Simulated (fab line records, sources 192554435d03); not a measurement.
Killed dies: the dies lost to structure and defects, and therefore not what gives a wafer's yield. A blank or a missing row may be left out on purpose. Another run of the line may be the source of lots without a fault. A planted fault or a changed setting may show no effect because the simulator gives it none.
fab line records + flow n5Finfet
record
- lots=6
- wafers=18
- lastDay=16
route steps=1938 shown MIM_TOP_LITHO@1839 MIM_TOP_ETCH@1851
lots that met no fault: from a run of the same line without faults
startH: start of the lot's first displayed wafer, in hours after the record's first day + waitH: hours elapsed since this lot's preceding step + " as in the row above + L1.1+2: a row that stands for several wafers + - no value, or no start given + * or withheld: withheld + < > ~ a bound
route shown NAME@n: NAME is a module with steps in the file, n the number in the route of the first one + usual: average and standard deviation across the fault-free wafers + same: alike in all rows + chamber/n: place in a boat + sites: the reading at each site + _std_site: the values' standard deviation + _edge_site: inner sites' mean taken away from outer sites' mean + radiusMm: how far each site lies from the wafer's centre + mask NAME#n: copy n + behind: the most recent tool/chamber to have shaped the wafer + hold: the reason the lot was held/the length of the hold in hours/how it ended + device: the n, p or np transistor that did not switch + end of line: at the end of the route, the tests of the same wafers + a step with no rows: only its recipe + killed: at the first sort, the dies lost to defects and structure; wafer yield is something else + map: the dies of a wafer, with x for killed, . for not killed, _ for no die there
set.NAME: setting as actually run; set.NAME@STEP: the setting as run at that earlier step + model.NAME: the simulator's own value behind a step, which no gauge read
certain route steps with their lots: each step a table, each wafer a row
services: the hour from which a tool's chamber was out of use, counted from the record's first day as startH (under 0 if before that day), plus the number of hours and why
## steps
# step N5_MIM_TOP_LITHO_HMDS_01
# recipe
- timeS=60
- tempC=120
# step N5_MIM_TOP_LITHO_COAT_02
# recipe
- spinRpm=*
- resistThkNm=*
# step N5_MIM_TOP_LITHO_EBR_04
# recipe
- solvent=PGMEA
- ebrWidthMm=1.5
# step N5_MIM_TOP_LITHO_SOFTBAKE_03
# recipe
- tempC=100
- timeS=90
# step N5_MIM_TOP_LITHO_EXPOSE_05
# recipe
- maskId=MIM_TOP
- na=0.55
- sourceShape=conventional
- sigmaOuter=0.8
- polarization=unpolarized
- targetCdNm=2000
- doseMj=20.5
# step N5_MIM_TOP_LITHO_PEB_06
# recipe
- pebTempC=withheld
- pebTimeS=*
# step N5_MIM_TOP_LITHO_DEVELOP_07
# recipe
- developTimeS=60
- rinseLiquid=diw
- dry=airSpin
- devTempC=21
# step N5_MIM_TOP_LITHO_HARDBAKE_09
# recipe
- tempC=130
- timeS=120
# step N5_MIM_TOP_LITHO_CD_MEAS_08
# recipe
- targetCdNm=2000
- landingEnergyEv=500
- detector=seInlens
# usual
- cdNm=2000.3/2.2
# same
- landingEnergyEv=500
| lot.wafer | tool     | chamber | startH | waitH | cdNm   |
|-----------|----------|---------|--------|-------|--------|
| L947.3    | cdSem-01 | 0       | 292.22 | -     | 2000.0 |
| L947.4    | "        | 0       | "      | "     | 1994.1 |
| L947.5    | "        | 0       | "      | "     | 1997.5 |
| L950.2    | cdSem-03 | 0       | 309.16 | -     | 2000.0 |
| L950.4    | "        | 0       | "      | "     | 1997.6 |
| L950.5    | "        | 0       | "      | "     | 1998.7 |
| L953.3    | cdSem-02 | 0       | 328.74 | -     | 2002.9 |
| L953.4    | "        | 0       | "      | "     | 1999.3 |
| L953.6    | "        | 0       | "      | "     | 2001.4 |
| L960.1    | cdSem-03 | 0       | 357.62 | -     | 1998.1 |
| L960.2    | "        | 0       | "      | "     | 1999.9 |
| L960.3    | "        | 0       | "      | "     | 2000.1 |
| L959.3    | cdSem-02 | 0       | 366.69 | -     | 2003.7 |
| L959.4    | "        | 0       | "      | "     | 2002.4 |
| L959.5    | "        | 0       | "      | "     | 2002.9 |
| L961.3    | cdSem-03 | 0       | 372.25 | -     | 1996.1 |
| L961.5    | "        | 0       | "      | "     | 1996.9 |
| L961.6    | "        | 0       | "      | "     | 1999.5 |
# step N5_MIM_TOP_LITHO_OVL_MEAS_11
# recipe
- pointsPerWafer=44
# usual
- MIM_TOP_OVL=-8/5.4
| lot.wafer | tool       | chamber | startH | waitH | MIM_TOP_OVL[nm] |
|-----------|------------|---------|--------|-------|-----------------|
| L947.3    | overlay-01 | 0       | 292.25 | 0.0   | -9              |
| L947.4    | "          | 0       | "      | "     | 1               |
| L947.5    | "          | 0       | "      | "     | -6              |
| L950.2    | overlay-02 | 0       | 309.19 | 0.0   | -4              |
| L950.4    | "          | 0       | "      | "     | -10             |
| L950.5    | "          | 0       | "      | "     | 0               |
| L953.3    | overlay-02 | 0       | 328.77 | 0.0   | -7              |
| L953.4    | "          | 0       | "      | "     | -4              |
| L953.6    | "          | 0       | "      | "     | 2               |
| L960.1    | overlay-02 | 0       | 357.65 | 0.0   | -7              |
| L960.2    | "          | 0       | "      | "     | -6              |
| L960.3    | "          | 0       | "      | "     | -8              |
| L959.3    | overlay-02 | 0       | 366.72 | 0.0   | -8              |
| L959.4    | "          | 0       | "      | "     | -5              |
| L959.5    | "          | 0       | "      | "     | -10             |
| L961.3    | overlay-01 | 0       | 372.28 | 0.0   | -20             |
| L961.5    | "          | 0       | "      | "     | -12             |
| L961.6    | "          | 0       | "      | "     | -20             |
# step N5_MIM_TOP_LITHO_INSPECT_12
# recipe
- mode=adi
- inspectInstrument=macro
# usual
- rawDefectCount=2.0/1.4
| lot.wafer | tool             | chamber | startH | waitH | rawDefectCount |
|-----------|------------------|---------|--------|-------|----------------|
| L947.3    | defectInspect-01 | -       | 292.27 | 0.0   | 4              |
| L947.4    | "                | -       | "      | "     | 2              |
| L947.5    | "                | -       | "      | "     | 1              |
| L950.2    | defectInspect-01 | -       | 309.22 | 0.0   | 2              |
| L950.4    | "                | -       | "      | "     | 3              |
| L950.5    | "                | -       | "      | "     | 4              |
| L953.3    | defectInspect-01 | -       | 328.80 | 0.0   | 2              |
| L953.4    | "                | -       | "      | "     | 3              |
| L953.6    | "                | -       | "      | "     | 4              |
| L960.1    | defectInspect-01 | -       | 357.67 | 0.0   | 1              |
| L960.2    | "                | -       | "      | "     | 2              |
| L960.3    | "                | -       | "      | "     | 3              |
| L959.3    | defectInspect-01 | -       | 366.74 | 0.0   | 3              |
| L959.4    | "                | -       | "      | "     | 2              |
| L959.5    | "                | -       | "      | "     | 3              |
| L961.3    | defectInspect-02 | -       | 372.31 | 0.0   | 3              |
| L961.5    | "                | -       | "      | "     | 4              |
| L961.6    | "                | -       | "      | "     | 4              |
# step N5_MIM_TOP_LITHO_DESCUM_10
# recipe
- chemistry=O2
- timeS=7.9
- sourcePowerW=50
- biasPowerW=20
- pressureMtorr=20
- rfFrequencyHz=2.712e+07
- tempC=40
- o2FlowSccm=225
# usual
- drypumpMotorCurrentA=5.7/0.42
- o2FlowSccm=225.1/0.75
- oesProductAu=0.80/0.095
- rfVppV=243.5/1.6
- showerheadPlenumPTorr=2.11/0.1
- throttleValvePct=20.42/0.26
| lot.wafer | tool       | chamber | startH | waitH | drypumpMotorCurrentA | o2FlowSccm | oesProductAu | rfHoursCounterH | rfVppV | showerheadPlenumPTorr | throttleValvePct |
|-----------|------------|---------|--------|-------|----------------------|------------|--------------|-----------------|--------|-----------------------|------------------|
| L947.3    | rieDiel-01 | 1       | 292.79 | 0.5   | 6.1                  | 225.4      | 0.68         | 241             | 243.5  | 2.04                  | 20.54            |
| L947.4    | "          | 0       | "      | "     | 5.4                  | 226.0      | 0.75         | 128             | 244.2  | 2.11                  | 20.38            |
| L947.5    | "          | 1       | "      | "     | 6.1                  | 224.0      | 0.67         | -               | 241.9  | 2.04                  | 20.53            |
| L950.2    | rieDiel-01 | 2       | 309.72 | 0.5   | 6.4                  | 225.4      | 0.91         | 21              | 243.5  | 2.13                  | 19.97            |
| L950.4    | "          | 0       | "      | "     | 5.5                  | 224.5      | 0.75         | 133             | 244.0  | 2.11                  | 20.38            |
| L950.5    | "          | 3       | "      | "     | 5.3                  | 225.7      | 0.94         | -               | 242.4  | 2.05                  | 20.04            |
| L953.3    | rieDiel-05 | 2       | 328.83 | 0.0   | 5.4                  | 225.0      | 0.88         | 38              | 245.0  | 2.22                  | 20.10            |
| L953.4    | "          | 0       | "      | "     | 5.3                  | 224.5      | 0.71         | 214             | 241.0  | 1.88                  | 20.66            |
| L953.6    | "          | 0       | "      | "     | 5.3                  | 224.7      | 0.71         | -               | 239.0  | 1.88                  | 20.66            |
| L960.1    | rieDiel-06 | 1       | 357.85 | 0.2   | 5.7                  | 224.4      | 0.85         | 45              | 243.1  | 2.03                  | 20.28            |
| L960.2    | "          | 0       | "      | "     | 6.0                  | 224.9      | 0.72         | 210             | 245.0  | 2.18                  | 20.74            |
| L960.3    | "          | 3       | "      | "     | 5.7                  | 225.6      | 0.74         | 188             | 244.8  | 2.17                  | 20.59            |
| L959.3    | rieDiel-05 | 3       | 366.78 | 0.0   | 5.1                  | 223.7      | 0.93         | 17              | 242.7  | 2.05                  | 20.05            |
| L959.4    | "          | 0       | "      | "     | 5.3                  | 224.5      | 0.69         | 226             | 239.6  | 1.88                  | 20.66            |
| L959.5    | "          | 1       | "      | "     | 6.6                  | 225.8      | 0.87         | -               | 244.4  | 2.22                  | 20.66            |
| L961.3    | rieDiel-05 | 0       | 372.34 | 0.0   | 5.3                  | 225.6      | 0.69         | 229             | 240.4  | 1.88                  | 20.67            |
| L961.5    | "          | 0       | "      | "     | 5.3                  | 225.0      | 0.70         | -               | 239.9  | 1.88                  | 20.66            |
| L961.6    | "          | 2       | "      | "     | 5.5                  | 223.5      | 0.85         | -               | 243.0  | 2.22                  | 20.12            |
# step N5_MIM_TOP_ETCH_ETCH_00
# recipe
- chemistry=Cl2/BCl3
- target=TiN
- targetDepthA=385
- ionEnergyEv=150
- pressureMtorr=10
- icpW=1000
- biasW=126
- Cl2_flow_sccm=53.25
- bcl3FlowSccm=21.75
- Ar_flow_sccm=25
# usual
- bcl3FlowSccm=21.75/0.066
- drypumpMotorCurrentA=5.3/0.33
- mfcCl2Sccm=53.21/0.17
- oesProductAu=0.81/0.092
- throttleValvePct=22.8/0.31
| lot.wafer | tool        | chamber | startH | waitH | bcl3FlowSccm | drypumpMotorCurrentA | mfcCl2Sccm | oesProductAu | rfHoursCounterH | throttleValvePct |
|-----------|-------------|---------|--------|-------|--------------|----------------------|------------|--------------|-----------------|------------------|
| L947.3    | rieMetal-01 | 1       | 292.92 | 0.1   | 21.73        | 5.2                  | 63.87      | 0.82         | -               | 23.7             |
| L947.4    | "           | 0       | "      | "     | 21.87        | 5.9                  | 53.00      | 0.64         | -               | 22.8             |
| L947.5    | "           | 0       | "      | "     | 21.81        | 5.8                  | 53.02      | 0.64         | -               | 22.8             |
| L950.2    | rieMetal-01 | 1       | 309.85 | 0.1   | 21.67        | 5.1                  | 63.74      | 0.82         | -               | 23.7             |
| L950.4    | "           | 1       | "      | "     | 21.71        | 5.2                  | 63.86      | 0.82         | -               | 23.7             |
| L950.5    | "           | 1       | "      | "     | 21.76        | 5.1                  | 63.89      | 0.82         | -               | 23.7             |
| L953.3    | rieMetal-03 | 1       | 328.95 | 0.1   | 21.67        | 4.9                  | 53.37      | 0.88         | -               | 23.1             |
| L953.4    | "           | 0       | "      | "     | 21.60        | 5.4                  | 53.07      | 0.71         | -               | 23.0             |
| L953.6    | "           | 0       | "      | "     | 21.72        | 5.4                  | 53.12      | 0.71         | -               | 23.0             |
| L960.1    | rieMetal-03 | 0       | 357.94 | 0.1   | 21.82        | 5.4                  | 53.27      | 0.70         | 74              | 23.0             |
| L960.2    | "           | 1       | "      | "     | 21.62        | 4.9                  | 53.39      | 0.86         | 17              | 23.1             |
| L960.3    | "           | 0       | "      | "     | 21.75        | 5.4                  | 53.34      | 0.70         | -               | 23.1             |
| L959.3    | rieMetal-01 | 0       | 366.90 | 0.1   | 21.67        | 5.8                  | 53.23      | 0.95         | -               | 22.8             |
| L959.4    | "           | 1       | "      | "     | 21.81        | 5.1                  | 53.04      | 0.78         | -               | 22.5             |
| L959.5    | "           | 1       | "      | "     | 21.81        | 5.2                  | 53.04      | 0.79         | -               | 22.6             |
| L961.3    | rieMetal-03 | 0       | 372.46 | 0.1   | 21.81        | 5.4                  | 53.40      | 0.70         | -               | 23.1             |
| L961.5    | "           | 1       | "      | "     | 21.69        | 4.9                  | 53.28      | 0.88         | -               | 23.1             |
| L961.6    | "           | 0       | "      | "     | 21.79        | 5.4                  | 52.97      | 0.71         | -               | 23.1             |
# step N5_MIM_TOP_ETCH_STRIP_01
# recipe
- chemistry=O2
- powerW=600
- tempC=60
- pressureMtorr=30
- rfFrequencyHz=6e+07
- biasPowerW=0
- overashFraction=0.5
- o2FlowSccm=225
# usual
- drypumpMotorCurrentA=5.8/0.53
- o2FlowSccm=225.0/0.61
- oesProductAu=0.78/0.075
- rfVppV=3.7/1.5
- showerheadPlenumPTorr=2.11/0.064
- throttleValvePct=16.6/0.34
# same
- overashFraction=0.5
| lot.wafer | tool       | chamber | startH | waitH | drypumpMotorCurrentA | o2FlowSccm | oesProductAu | rfHoursCounterH | rfVppV | showerheadPlenumPTorr | throttleValvePct |
|-----------|------------|---------|--------|-------|----------------------|------------|--------------|-----------------|--------|-----------------------|------------------|
| L947.3    | rieDiel-03 | 1       | 293.02 | 0.1   | 6.0                  | 224.5      | 0.71         | 203             | 2.6    | 1.99                  | 16.9             |
| L947.4    | "          | 0       | "      | "     | 5.9                  | 224.4      | 0.74         | 194             | 4.9    | 2.08                  | 16.8             |
| L947.5    | "          | 3       | "      | "     | 5.6                  | 225.3      | 0.82         | -               | 4.5    | 2.22                  | 16.5             |
| L950.2    | rieDiel-02 | 3       | 310.46 | 0.6   | 6.6                  | 224.6      | 0.86         | 70              | 5.8    | 2.21                  | 16.6             |
| L950.4    | "          | 2       | "      | "     | 6.7                  | 225.5      | 0.84         | -               | 7.4    | 2.11                  | 16.1             |
| L950.5    | "          | 1       | "      | "     | 5.4                  | 225.6      | 0.78         | -               | 3.3    | 2.09                  | 16.3             |
| L953.3    | rieDiel-02 | 0       | 329.06 | 0.1   | 5.1                  | 224.4      | 0.68         | 248             | 3.4    | 2.05                  | 17.1             |
| L953.4    | "          | 2       | "      | "     | 6.6                  | 224.6      | 0.81         | 73              | 2.7    | 2.11                  | 16.1             |
| L953.6    | "          | 1       | "      | "     | 5.3                  | 224.8      | 0.79         | -               | 7.0    | 2.08                  | 16.3             |
| L960.1    | rieDiel-03 | 2       | 358.08 | 0.1   | 5.0                  | 225.4      | 0.74         | 157             | 2.5    | 2.10                  | 16.9             |
| L960.2    | "          | 0       | "      | "     | 5.9                  | 224.8      | 0.72         | 217             | 1.2    | 2.08                  | 16.8             |
| L960.3    | "          | 1       | "      | "     | 6.0                  | 224.7      | 0.69         | 225             | 1.3    | 1.98                  | 16.9             |
| L959.3    | rieDiel-02 | 3       | 367.00 | 0.1   | 6.6                  | 225.8      | 0.82         | 91              | 3.8    | 2.20                  | 16.6             |
| L959.4    | "          | 0       | "      | "     | 5.1                  | 225.1      | 0.97         | 6               | 4.8    | 2.05                  | 16.7             |
| L959.5    | "          | 2       | "      | "     | 6.6                  | 224.8      | 0.82         | -               | 4.7    | 2.10                  | 16.1             |
| L961.3    | rieDiel-02 | 0       | 372.57 | 0.1   | 5.1                  | 223.8      | 0.95         | 8               | 2.1    | 2.05                  | 16.6             |
| L961.5    | "          | 0       | "      | "     | 5.1                  | 223.8      | 0.95         | -               | 2.5    | 2.05                  | 16.6             |
| L961.6    | "          | 3       | "      | "     | 6.6                  | 224.6      | 0.84         | -               | 2.2    | 2.20                  | 16.6             |
## services
| tool        | chamber | startH | hours | kind                        |
|-------------|---------|--------|-------|-----------------------------|
| rieDiel-06  | 2       | 288.52 | -     | clean                       |
| rieDiel-06  | 2       | 288.52 | -     | consumableReplace:focusRing |
| rieDiel-05  | 3       | 297.49 | -     | clean                       |
| rieDiel-05  | 3       | 297.49 | -     | consumableReplace:focusRing |
| rieDiel-05  | 3       | 297.49 | 20.9  | scheduledDown               |
| rieDiel-05  | 3       | 297.49 | 20.9  | ventCycle                   |
| rieMetal-01 | 0       | 298.45 | -     | clean                       |
| rieMetal-01 | 0       | 298.45 | 34.2  | scheduledDown               |
| rieMetal-01 | 0       | 298.45 | 34.2  | ventCycle                   |
| rieDiel-02  | 0       | 307.62 | 3.9   | repair                      |
| rieDiel-06  | 3       | 309.61 | 11.3  | repair                      |
| rieDiel-01  | 1       | 318.59 | -     | clean                       |
| rieDiel-01  | 1       | 318.59 | -     | consumableReplace:focusRing |
| rieDiel-01  | 1       | 318.59 | 20.4  | scheduledDown               |
| rieDiel-01  | 1       | 318.59 | 20.4  | ventCycle                   |
| rieDiel-01  | 3       | 331.39 | 3.3   | repair                      |
| rieDiel-02  | 0       | 333.52 | -     | clean                       |
| rieDiel-02  | 0       | 333.52 | -     | consumableReplace:focusRing |
| rieDiel-02  | 0       | 333.52 | 15.5  | scheduledDown               |
| rieDiel-02  | 0       | 333.52 | 15.5  | ventCycle                   |
| rieMetal-01 | 1       | 343.94 | 10.0  | repair                      |
| rieDiel-03  | 3       | 356.86 | 1.3   | repair                      |
| rieDiel-06  | 2       | 357.44 | 6.5   | repair                      |
| rieDiel-05  | 3       | 367.90 | 10.7  | repair                      |
## key
firstSign
- step=N5_MIM_TOP_ETCH_ETCH_00
- reading=mfcCl2Sccm
- direction=up
- sigmas=63
- usual=53.21
- struck=63.84
effect
- step=N5_MIM_TOP_ETCH_ETCH_00
- reading=throttleValvePct
- direction=up
- sigmas=2.9
- usual=*
- struck=*
metAt N5_MIM_TOP_ETCH_ETCH_00
struckWafers L947.3,L950.2,L950.4,L950.5
fault
- kind=processParameterDrift
- tool=rieMetal-01
- chamber=1
- onsetH=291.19
- steps=N5_MIM_TOP_ETCH_ETCH_00
- channel=Cl2_flow_sccm
- offset=10.548
- shape=step
- endH=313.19
- actsIn=theseRecipesOnly
- stated=53.25
